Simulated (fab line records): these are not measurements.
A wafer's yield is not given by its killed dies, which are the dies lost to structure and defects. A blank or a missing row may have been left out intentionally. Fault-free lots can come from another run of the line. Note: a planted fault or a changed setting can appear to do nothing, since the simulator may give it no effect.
fab line records	flow n5Finfet
record: lots: 5	wafers: 15	lastDay: 17
route steps=1938 shown BEOL_M10@1505 PASSIVATION@1936
lots untouched by any fault: they come from a run of this same line in which no faults occurred
startH: hours from the record's opening day to when the first of the lot's shown wafers began	waitH: time in hours since the lot's previous step	" same as the row above	L1.1+2: a single row standing in for several wafers	- no value, or no start was given	* or withheld: withheld	< > ~ a bound
route shown NAME@n: a module of which the file shows steps, and the number in the route of the first	usual: mean/standard deviation of fault-free wafers	same: alike in all rows	chamber/n: place in a boat	sites: readings site by site	_std_site: standard deviation of those values	_edge_site: mean of outer sites minus mean of inner sites	radiusMm: for every site, how far away it sits from the centre of the wafer	mask NAME#n: copy n	behind: tool/chamber where the wafer was last shaped	hold: why the lot was held/for how many hours/how that ended	device: which transistor (n, p or np) failed to switch	end of line: the route-end tests of the same wafers	a step given without rows: its recipe and nothing more	killed: not the wafer's yield, but the dies lost to structure and defects at the first sort	map: the dies of a wafer, with x for killed, . for not killed, _ for no die there
set.NAME: setting as actually run; set.NAME@STEP: the setting as run at that earlier step	model.NAME: the simulator's own value behind a step, which no gauge read
lots at some steps of the route; a table a step, a row a wafer
services: from which hour (startH, from the record's first day; less than 0 if before it) a tool's chamber was out of use, for how many hours, and why
== steps ==
step: N5_BEOL_M10_DESCUM_33
recipe: chemistry: O2	timeS: 7.9	sourcePowerW: 50	biasPowerW: 20	pressureMtorr: 20	rfFrequencyHz: 2.712e+07	tempC: 40	resist: CAR-ArF	o2FlowSccm: 225
step: N5_BEOL_M10_ETCH_65
recipe: chemistry: CF4	target: SiARC	targetDepthA: 390	maskMaterial: CAR-ArF	timeS: 65	ionEnergyEv: 80	pressureMtorr: 40	sourceW: 545	biasW: 36	Ar_flow_sccm: 100	cf4FlowSccm: 100	ends: cleared
step: N5_BEOL_M10_ETCH_66
recipe: chemistry: N2/H2	target: SOC	targetDepthA: 1200	overetchA: 240	maskMaterial: SiARC	tempC: 40	timeS: 180	ionEnergyEv: 200	pressureMtorr: 30	sourceW: 840	biasW: 150	n2FlowSccm: 200	h2FlowSccm: 200
step: N5_BEOL_M10_STRIP_69
recipe: chemistry: N2/H2	tempC: 40	n2FlowSccm: 200	h2FlowSccm: 200	rfFrequencyHz: 6e+07
step: N5_BEOL_M10_VIA_ETCH_34
recipe: chemistry: C4F6/O2	target: SiCOH_lowk	targetDepthA: 1845	maskMaterial: SOC	taperDeg: 4	timeS: 69.2	ionEnergyEv: 250	pressureMtorr: 30	sourceW: 345	biasW: 185	Ar_flow_sccm: 300	C4F6_flow_sccm: 10	O2_flow_sccm: 10
step: N5_BEOL_M10_STRIP_73
recipe: chemistry: C4F6/O2	resist: SiARC	rfFrequencyHz: 6e+07
step: N5_BEOL_M10_STRIP_36
recipe: chemistry: N2/H2	powerW: 450	tempC: 40	pressureMtorr: 20	rfFrequencyHz: 6e+07	overashFraction: 0.3	biasPowerW: 7	h2Frac: 0.5	n2FlowSccm: 200	h2FlowSccm: 200
step: N5_BEOL_M10_TRENCH_ETCH_37
recipe: chemistry: C4F6/O2	targetDepthA: 1488.3	target: SiCOH_lowk	timeS: 48	ionEnergyEv: 250	pressureMtorr: 30	sourceW: 345	biasW: 185	Ar_flow_sccm: 300	C4F6_flow_sccm: 10	O2_flow_sccm: 10
step: N5_BEOL_M10_ETCH_41
recipe: chemistry: CH3F/O2	target: SiCN	targetDepthA: 426	taperDeg: 2	timeS: 86	ionEnergyEv: 120	maskMaterial: TiN	pressureMtorr: 30	sourceW: 395	biasW: 75	Ar_flow_sccm: 150	CH3F_flow_sccm: 30	O2_flow_sccm: 20
step: N5_BEOL_M10_STRIP_77
recipe: chemistry: N2/H2	timeS: 10	powerW: 450	tempC: 40	pressureMtorr: 20	rfFrequencyHz: 6e+07	biasPowerW: 7	n2FlowSccm: 200	h2FlowSccm: 200
step: N5_BEOL_M10_HM_STRIP_39
recipe: chemistry: peroxideTinStrip	material: TiN	targetDepthA: 250	tempC: 50	timeS: 158
usual: bathGuardTempC: 49.9/0.4	bathHeatDutyPct: 7.0/0.75
lot.wafer	tool	chamber	startH	waitH	bathGuardTempC	bathHeatDutyPct	model.TiN_of_BEOL_M10_HM_DEP_02.thkNm
L253.3	wetBench-05	2	281.48	0.0	49.7	7.4	0
L253.4	"	7	"	"	49.9	6.3	0
L253.5	"	4	"	"	49.0	6.7	0
L256.2	wetBench-06	6	304.08	0.0	-	-	15.8
L256.4	"	3	"	"	-	-	16
L256.5	"	2	"	"	-	-	16
L258.1	wetBench-05	7	314.09	0.0	-	-	16
L258.3	"	3	"	"	-	-	16
L258.4	"	4	"	"	-	-	15.8
L259.1	wetBench-04	4	314.54	0.0	-	-	16.4
L259.2	"	3	"	"	-	-	16.2
L259.3	"	1	"	"	-	-	16
L265.3	wetBench-05	1	353.18	0.0	50.5	6.3	0
L265.4	"	6	"	"	50.2	6.3	0
L265.5	"	2	"	"	49.3	6.8	0
step: N5_BEOL_M10_SRD_40
recipe: timeS: 30	tempC: 23	rinseLiquid: diw	dry: ipaMarangoni
step: N5_BEOL_M10_PRECLEAN_42
recipe: chemistry: residueRemover	timeS: 60	tempC: 40
lot.wafer	tool	chamber	startH	waitH	model.TiN_of_BEOL_M10_HM_DEP_02.thkNm
L253.3+4+5	wetBench-05	2,7,4	281.54	0.0	0
L256.2	wetBench-06	6	304.14	0.0	4.8
L256.4+5	"	3,2	"	"	5
L258.1+3	wetBench-05	7,3	314.16	0.0	5
L258.4	"	4	"	"	4.8
L259.1	wetBench-04	4	314.60	0.0	5.4
L259.2	"	3	"	"	5.2
L259.3	"	1	"	"	5
L265.3+4+5	wetBench-05	1,6,2	353.24	0.0	0
step: N5_BEOL_M10_SRD_43
recipe: timeS: 30	tempC: 23	rinseLiquid: diw	dry: ipaMarangoni
step: N5_BEOL_M10_CURE_72
recipe: tempC: 370	timeS: 120	ambient: DMADMS/He	material: SiCOH_lowk
step: N5_BEOL_M10_DEGAS_44
recipe: ambient: vacuum	tempC: 250	timeS: 60
step: N5_BEOL_M10_PRE_CLEAN_45
recipe: gas: H2/He	timeS: 30	tempC: 250
step: N5_BEOL_M10_ALD_74
recipe: material: TaN	targetThkA: 20	tempC: 275	aldPrecursorFamily: PDMAT	aldCoReactant: NH3	pressureTorr: 3	carrierFlowSccm: 1500	pulseTimeS: 2	purgeTimeS: 3	coReactantPurgeTimeS: 2	coReactantPulseTimeS: 3	aldCycles: 40	precursorVesselTempC: 75	precursorVesselPressureTorr: 26.25	precursorVesselCarrierSccm: 1000
step: N5_BEOL_M10_SURFACE_TREAT_76
recipe: gas: Ar	timeS: *	ionEnergyEv: *	ionCurrentMaCm2: 0.5	pressureMtorr: *	arFlowSccm: 30
step: N5_BEOL_M10_CVD_75
recipe: material: Co	targetThkA: 20	tempC: withheld	precursor: CCTBA/H2	pressureTorr: 30	timeS: 138.9
step: N5_BEOL_M10_SPUTTER_48
recipe: material: Cu	targetThkA: 120	tempC: -20	biasV: 60	powerW: 26000	chamberPressurePa: 0.13	timeS: 2
step: N5_BEOL_M10_ECD_50
recipe: material: Cu	targetThkA: 3180
step: N5_BEOL_M10_ANNEAL_51
recipe: tempC: 225	timeS: 90	ambient: N2
step: N5_BEOL_M10_CMP_52
recipe: stopOn: SiCOH_lowk	tOverpolishS: 7	downForcePsi: 1	platenRpm: 50	clearingPlatenDownForcePsi: 1.5	clearingPlatenRpm: 50	postCmpClean: cuAlkaline	targetThkNm: 140	clearingPlatenPadVelocityMS: 0.99484	padVelocityMS: 0.99484
usual: barrierFieldEndpointS: 29.0/0.94	clearingPlatenRpm: 49.999/0.026	motorCurrentA: 6.1/0.53	retainingRingPressureFrac: 1.000/0.0054
lot.wafer	tool	chamber	startH	waitH	barrierFieldEndpointS	clearingPlatenRpm	motorCurrentA	retainingRingPressureFrac
L253.4	cmp-02	1	283.15	0.2	31.7	50.016	6.5	1.000
L253.3	"	2	"	"	30.1	49.986	6.0	1.006
L253.5	"	1	"	"	30.6	49.996	6.1	0.993
L256.4	cmp-02	2	306.51	0.1	36.0	50.017	6.0	0.998
L256.2	"	3	"	"	33.8	49.956	6.1	0.994
L256.5	"	2	"	"	35.3	50.018	5.9	0.990
L258.3	cmp-03	0	315.86	0.2	34.8	49.983	6.2	0.997
L258.4	"	2	"	"	33.9	49.984	5.4	1.000
L258.1	"	3	"	"	34.3	49.987	6.0	0.993
L259.3	cmp-03	1	317.54	0.2	35.3	49.985	7.0	1.005
L259.2	"	2	"	"	34.8	50.030	5.5	1.006
L259.1	"	3	"	"	34.2	49.995	5.8	1.005
L265.4	cmp-02	1	357.02	0.3	30.8	49.986	6.3	1.001
L265.3	"	3	"	"	29.1	49.976	5.7	1.005
L265.5	"	1	"	"	30.0	49.974	6.5	1.000
step: N5_PASSIVATION_PROBE_49
usual: defectLimitedYield: 91.1/1.5	killed_at_M0_to_M3: 35/11	killed_at_M4_up: 13/5.7	killedAtContacts: 12/5.7	killedAtFrontEnd: 40/11	killedAtOther: 4/4.4	killedDies: 105/18	killedOpen: 68/14	killedShort: 34/7.4	sort_bin_4_leakage: 0.00/0.011	sort_bin_5_function: 5.2/1	sort_bin_6_memory: 3.3/0.67	sort_bin_8_speed: 0.04/0.29	sortNPass: 1074/18	sortYieldPct: 91.0/1.5
same: grossDies: 1180	killedAtBackSide: 0
lot.wafer	tool	chamber	startH	waitH	defectLimitedYield[%]	killed_at_M0_to_M3	killed_at_M4_up	killedAtContacts	killedAtFrontEnd	killedAtOther	killedDies	killedOpen	killedShort	sort_bin_4_leakage[%]	sort_bin_5_function[%]	sort_bin_6_memory[%]	sort_bin_8_speed[%]	sortNPass	sortYieldPct[%]
L253.3	prober-02	-	332.85	0.1	93.9	15	13	9	32	3	72	48	23	0	3.9	2.2	0	1108	93.9
L253.4	prober-02	-	332.90	0.2	91.1	23	15	17	43	7	105	59	40	0	5.5	3.0	0	1075	91.1
L253.5	prober-02	-	332.95	0.2	93.4	19	12	8	31	8	78	49	22	0	4.7	1.7	0	1102	93.4
L256.2	prober-02	-	356.22	0.1	89.2	66	24	13	22	3	128	84	43	0	6.7	3.5	0	1052	89.2
L256.4	prober-02	-	356.32	0.2	91.2	43	12	14	33	2	104	68	33	0	4.9	3.4	0	1076	91.2
L256.5	prober-02	-	356.37	0.2	92.6	32	11	12	27	5	87	58	29	0	4.5	2.6	0	1093	92.6
L259.1	prober-02	-	363.64	0.5	92.4	39	7	9	28	7	90	67	22	0	4.1	3.0	0	1090	92.4
L259.2	prober-02	-	363.69	0.5	86.6	42	4	7	37	68	158	66	29	0	10.3	2.6	0	1022	86.6
L259.3	prober-02	-	363.74	0.6	82.2	29	14	4	29	134	210	55	26	0	14.8	2.8	0.08	969	82.1
L258.1	prober-02	-	367.59	0.0	92.4	34	9	8	37	2	90	59	31	0	4.6	2.9	0	1090	92.4
L258.3	prober-02	-	367.69	0.1	91.8	36	12	16	31	2	97	68	28	0	5.4	2.5	0	1083	91.8
L258.4	prober-02	-	367.74	0.2	90.0	36	24	27	28	3	118	80	37	0	6.0	3.6	2.80	1029	87.2
L265.3	prober-02	-	405.46	0.1	91.7	33	8	18	35	4	98	59	30	0.08	4.7	2.9	0	1081	91.6
L265.4	prober-02	-	405.51	0.2	92.5	24	19	8	33	4	88	65	23	0	4.3	3.1	0	1092	92.5
L265.5	prober-02	-	405.56	0.2	93.4	23	7	9	31	8	78	49	23	0	3.6	2.3	0	1102	93.4
killed by level:class
L253.3 STI_FIN_REVEAL:geometricParticle:open=10 MOL_CONTACT_COAG:geometricParticle:open=7 BEOL_M4:geometricParticle:open=7 STI_FIN_REVEAL:geometricParticle:short=5 GATE_CUT:geometricParticle:short=5 BEOL_M0_SAQP:geometricParticle:short=5 BEOL_M0_SAQP:geometricParticle:open=4 DUMMY_GATE:geometricParticle:open=3
L253.4 DUMMY_GATE:geometricParticle:open=11 MOL_CONTACT_COAG:geometricParticle:open=11 FIN_SAQP:geometricParticle:open=9 BEOL_M0_SAQP:geometricParticle:short=9 BEOL_M0_SAQP:geometricParticle:open=7 BEOL_M4:geometricParticle:open=7 MOL_CONTACT_COAG:geometricParticle:short=6 ILD0:geometricParticle:short=5
L253.5 STI_FIN_REVEAL:geometricParticle:open=10 MOL_CONTACT_COAG:geometricParticle:open=7 FIN_SAQP:geometricParticle:open=6 BEOL_M0_SAQP:geometricParticle:open=6 MIM_TOP_ETCH:areaEtch=6 BEOL_M4:geometricParticle:open=5 BEOL_M0_SAQP:geometricParticle:short=4 FIN_SAQP:geometricParticle:short=3
L256.2 BEOL_M0_SAQP:geometricParticle:short=13 BEOL_M0_SAQP:geometricParticle:open=11 BEOL_M1:geometricParticle:open=11 MOL_CONTACT_COAG:geometricParticle:open=10 BEOL_M3:geometricParticle:open=9 BEOL_M4:geometricParticle:open=8 STI_FIN_REVEAL:geometricParticle:open=7 BEOL_M3:geometricParticle:short=7
L256.4 BEOL_M0_SAQP:geometricParticle:short=12 FIN_SAQP:geometricParticle:open=11 MOL_CONTACT_COAG:geometricParticle:open=9 BEOL_M0_SAQP:geometricParticle:open=9 BEOL_M3:geometricParticle:open=7 BEOL_M1:geometricParticle:open=6 STI_FIN_REVEAL:geometricParticle:open=5 MOL_CONTACT_COAG:geometricParticle:short=4
L256.5 BEOL_M0_SAQP:geometricParticle:short=11 FIN_SAQP:geometricParticle:open=7 GATE_CUT:geometricParticle:open=6 MOL_CONTACT_COAG:geometricParticle:open=6 MOL_CONTACT_COAG:geometricParticle:short=6 BEOL_M0_SAQP:geometricParticle:open=5 BEOL_M2:geometricParticle:open=5 GATE_CUT:geometricParticle:short=4
L259.1 BEOL_M1:geometricParticle:open=8 MOL_CONTACT_COAG:geometricParticle:open=8 BEOL_M0_SAQP:geometricParticle:open=8 BEOL_M2:geometricParticle:open=7 FIN_SAQP:geometricParticle:short=6 BEOL_M0_SAQP:geometricParticle:short=6 FIN_SAQP:geometricParticle:open=5 BEOL_M0:geometricParticle:open=5
L259.2 PASSIVATION:areaEtch=57 BEOL_M1:geometricParticle:open=11 STI_FIN_REVEAL:geometricParticle:open=8 DUMMY_GATE:geometricParticle:open=8 BEOL_M3:geometricParticle:open=8 PASS1_CAP:geometricParticle:open=6 BEOL_M2:geometricParticle:open=6 FIN_SAQP:geometricParticle:open=5
L259.3 PASSIVATION:areaEtch=127 BEOL_M0_SAQP:geometricParticle:open=10 BEOL_M2:geometricParticle:open=7 FIN_SAQP:geometricParticle:short=5 STI_FIN_REVEAL:geometricParticle:open=5 GATE_CUT:geometricParticle:short=4 MOL_CONTACT_COAG:geometricParticle:open=4 BEOL_M0_SAQP:geometricParticle:short=4
L258.1 FIN_SAQP:geometricParticle:open=8 STI_FIN_REVEAL:geometricParticle:open=8 MOL_CONTACT_COAG:geometricParticle:open=7 BEOL_M1:geometricParticle:open=7 BEOL_M1:geometricParticle:short=7 BEOL_M4:geometricParticle:open=6 BEOL_M0_SAQP:geometricParticle:short=6 BEOL_M0_SAQP:geometricParticle:open=6
L258.3 BEOL_M1:geometricParticle:open=18 MOL_CONTACT_COAG:geometricParticle:open=12 DUMMY_GATE:geometricParticle:open=9 FIN_SAQP:geometricParticle:short=6 BEOL_M4:geometricParticle:open=6 FIN_SAQP:geometricParticle:open=4 STI_FIN_REVEAL:geometricParticle:open=4 DUMMY_GATE:geometricParticle:short=4
L258.4 MOL_CONTACT_COAG:geometricParticle:open=21 BEOL_M4:geometricParticle:open=15 BEOL_M0_SAQP:geometricParticle:short=7 MOL_CONTACT_COAG:geometricParticle:short=6 BEOL_M0_SAQP:geometricParticle:open=6 BEOL_M2:geometricParticle:open=6 FIN_SAQP:geometricParticle:open=5 BEOL_M1:geometricParticle:open=5
L265.3 BEOL_M3:geometricParticle:open=17 MOL_CONTACT_COAG:geometricParticle:open=15 FIN_CUT:areaEtch=6 FIN_SAQP:geometricParticle:short=5 BEOL_M2:geometricParticle:open=5 STARTING-WAFER:geometricParticle:short=4 DUMMY_GATE:geometricParticle:open=3 MOL_CONTACT_COAG:geometricParticle:short=3
L265.4 MOL_CONTACT_COAG:geometricParticle:open=7 BEOL_M0:geometricParticle:open=7 STARTING-WAFER:geometricParticle:open=7 FIN_SAQP:geometricParticle:open=6 STI_FIN_REVEAL:geometricParticle:open=5 BEOL_M2:geometricParticle:open=5 FIN_SAQP:geometricParticle:short=4 DUMMY_GATE:geometricParticle:open=4
L265.5 BEOL_M3:geometricParticle:open=9 STI_FIN_REVEAL:geometricParticle:open=6 FIN_SAQP:geometricParticle:open=5 BEOL_M2:geometricParticle:open=5 MIM_TOP_ETCH:geometricParticle:short=5 HKMG_FIN:areaEtch=5 MOL_CONTACT_COAG:geometricParticle:open=4 MOL_CONTACT_COAG:geometricParticle:short=4
== services ==
tool	chamber	startH	hours	kind
cmp-02	-	277.69	4.0	pm
cmp-02	-	281.69	-	consumableReplace:conditioner
cmp-02	-	281.69	-	consumableReplace:pad
cmp-02	-	286.86	1.4	repair
cmp-03	-	322.94	0.5	repair
cmp-02	-	329.99	1.7	repair
wetBench-04	-	355.03	1.3	repair
== key ==
firstSign: step: N5_BEOL_M10_HM_STRIP_39	reading: toolRecord	direction: missing
effect: step: N5_BEOL_M10_CMP_52	reading: barrierFieldEndpointS	direction: up	sigmas: 6.1	usual: 29.0	struck: 34.7
modelEffect: step: N5_BEOL_M10_HM_STRIP_39	value: TiN_of_BEOL_M10_HM_DEP_02.thkNm	without: 0	struck: 16.02
modelEffect: step: N5_BEOL_M10_PRECLEAN_42	value: TiN_of_BEOL_M10_HM_DEP_02.thkNm	without: 0	struck: 5.022
metAt N5_BEOL_M10_HM_STRIP_39
struckWafers L256.2,L256.4,L256.5,L258.1,L258.3,L258.4,L259.1,L259.2,L259.3
baselineLoss: step: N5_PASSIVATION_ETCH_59	wafers: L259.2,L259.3
onsetBetween 281.48 304.08
fault: kind: skippedStepWhole	tool: wetBench-04,wetBench-05,wetBench-06	chamber: -	onsetH: 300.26	steps: N5_BEOL_M10_HM_STRIP_39	scope: struckLotsOnly
baselineLoss: these wafers lose ten dies or more at that step, a loss of the line's own and not of a fault; the sort's usual values leave them out
